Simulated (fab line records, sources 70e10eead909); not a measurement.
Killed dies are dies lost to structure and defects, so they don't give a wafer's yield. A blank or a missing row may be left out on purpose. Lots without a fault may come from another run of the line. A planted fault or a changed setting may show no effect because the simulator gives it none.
Which tool did it? | flow nand_harc | 12 lots, 36 wafers sampled, at 2 steps of a route of 1159

WHAT THE GAUGES READ, wafer by wafer
NHARC_A_M0_THK_MEAS_24: measures by xrf.
lot  | measured     | on            | thk_nm (nm)
L076 | day 18 06:08 | film_metro-01 | 111.5 112.3 114.4
L075 | day 18 09:55 | film_metro-01 | 114.6 114.5 113.9
L077 | day 18 17:38 | film_metro-02 | 114.6 116.9 116.2
L083 | day 19 10:44 | film_metro-01 | 112.3 113.3 112.6
L084 | day 19 20:36 | film_metro-02 | 112.8 115.0 114.2
L085 | day 20 10:49 | film_metro-02 | 112.6 113.0 112.7
L087 | day 21 02:17 | film_metro-02 | 112.7 114.5 114.9
L088 | day 21 18:05 | film_metro-02 | 114.5 114.3 117.5
L091 | day 22 00:22 | film_metro-01 | 116.9 118.1 116.2
L094 | day 22 09:21 | film_metro-02 | 116.7 117.4 114.9
L097 | day 22 21:26 | film_metro-01 | 113.0 113.8 115.9
L096 | day 23 04:27 | film_metro-01 | 112.7 111.9 111.6

WHICH TOOL RAN EACH LOT (tool, then ch and the chambers of the sampled wafers, then the start)
lot  | NHARC_A_BLC_ALD_23
L076 | ald_metal-02 ch 0,1,3, day 17 22:11
L075 | ald_metal-03 ch 1,2,3, day 18 05:13
L077 | ald_metal-03 ch 0,1,2, day 18 07:26
L083 | ald_metal-04 ch 0,1,2, day 19 03:57
L084 | ald_metal-04 ch 0,1,2, day 19 16:04
L085 | ald_metal-02 ch 0,1,3, day 20 04:10
L087 | ald_metal-04 ch 1,2,3, day 20 21:31
L088 | ald_metal-02 ch 0,1,2, day 21 11:01
L091 | ald_metal-04 ch 0,2,3, day 21 16:49
L094 | ald_metal-02 ch 0,2,3, day 22 04:32
L097 | ald_metal-03 ch 0,1, day 22 15:13
L096 | ald_metal-02 ch 0,1,2, day 22 23:46
- NHARC_A_BLC_ALD_23: deposits TiN, target thk 3 nm, pulse time 1 s, ald cycles 150.

THE ANSWER, worked out from the rows above alone
Rule: what is usual is taken from the lots themselves. Put in order of their means at a reading, lots are off if they are a third of the lots or fewer, leave a main group of 4 or more, and stand apart from it by a gap of 3 or more times the standard deviation of the main group's means; of several such gaps the widest counts. A main group whose means are all the same, to the digits that the tables above print for the reading, isn't used. A lot without any number at a reading at which 4 lots or more have one is off too. The other lots that the step has rows for count as sound.
No lot is off at any reading shown: from this, nothing can be told.

WHAT THE SIMULATOR HAD PUT IN
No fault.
